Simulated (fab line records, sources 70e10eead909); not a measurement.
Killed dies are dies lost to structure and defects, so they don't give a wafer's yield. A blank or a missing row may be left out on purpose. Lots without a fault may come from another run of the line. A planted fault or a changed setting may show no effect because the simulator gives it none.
Which tool did it? | flow nand_harc | 11 lots, 33 wafers sampled, at 2 steps of a route of 1302

WHAT THE GAUGES READ, wafer by wafer
NHARC_A_CHANNEL_FILL_D1_INSPECT_13.
lot  | measured     | on                | raw_defect_count
L075 | day 11 00:50 | defect_inspect-02 | 298 304 310
L077 | day 12 01:11 | defect_inspect-02 | 577 295 797
L080 | day 12 22:45 | defect_inspect-02 | 222 206 345
L081 | day 13 18:14 | defect_inspect-02 | 388 343 434
L083 | day 14 23:19 | defect_inspect-02 | 282 446 362
L086 | day 15 15:37 | defect_inspect-02 | 473 433 375
L087 | day 17 00:58 | defect_inspect-02 | 371 255 244
L088 | day 17 07:16 | defect_inspect-02 | 279 318 212
L091 | day 18 04:15 | defect_inspect-02 | 106 256 216
L093 | day 18 11:29 | defect_inspect-01 | 637 377 249
L096 | day 20 08:28 | defect_inspect-02 | 292 189 284

WHICH TOOL RAN EACH LOT (tool, then ch and the chambers of the sampled wafers, then the start)
lot  | NHARC_A_CHANNEL_FILL_D1_STRIP_28
L075 | rie_diel-01 ch 0,1,2, day 10 01:06
L077 | rie_diel-07 ch 0,1,3, day 11 00:59
L080 | rie_diel-01 ch 0,2,3, day 11 23:15
L081 | rie_diel-07 ch 0,1, day 12 18:45
L083 | rie_diel-07 ch 2,3, day 13 15:53
L086 | rie_diel-01 ch 0,1,3, day 14 16:10
L087 | rie_diel-07 ch 1,2,3, day 15 23:32
L088 | rie_diel-07 ch 0,1,2, day 16 07:37
L091 | rie_diel-07 ch 1,2,3, day 17 04:34
L093 | rie_diel-01 ch 0,2, day 17 11:38
L096 | rie_diel-07 ch 1,2, day 19 06:41
- NHARC_A_CHANNEL_FILL_D1_STRIP_28: strips in O2, time 20 s.

THE ANSWER, worked out from the rows above alone
Rule: what is usual is taken from the lots themselves. Put in order of their means at a reading, lots are off if they are a third of the lots or fewer, leave a main group of 4 or more, and stand apart from it by a gap of 3 or more times the standard deviation of the main group's means; of several such gaps the widest counts. A main group whose means are all the same, to the digits that the tables above print for the reading, isn't used. A lot without any number at a reading at which 4 lots or more have one is off too. The other lots that the step has rows for count as sound.
No lot is off at any reading shown: from this, nothing can be told.

WHAT THE SIMULATOR HAD PUT IN
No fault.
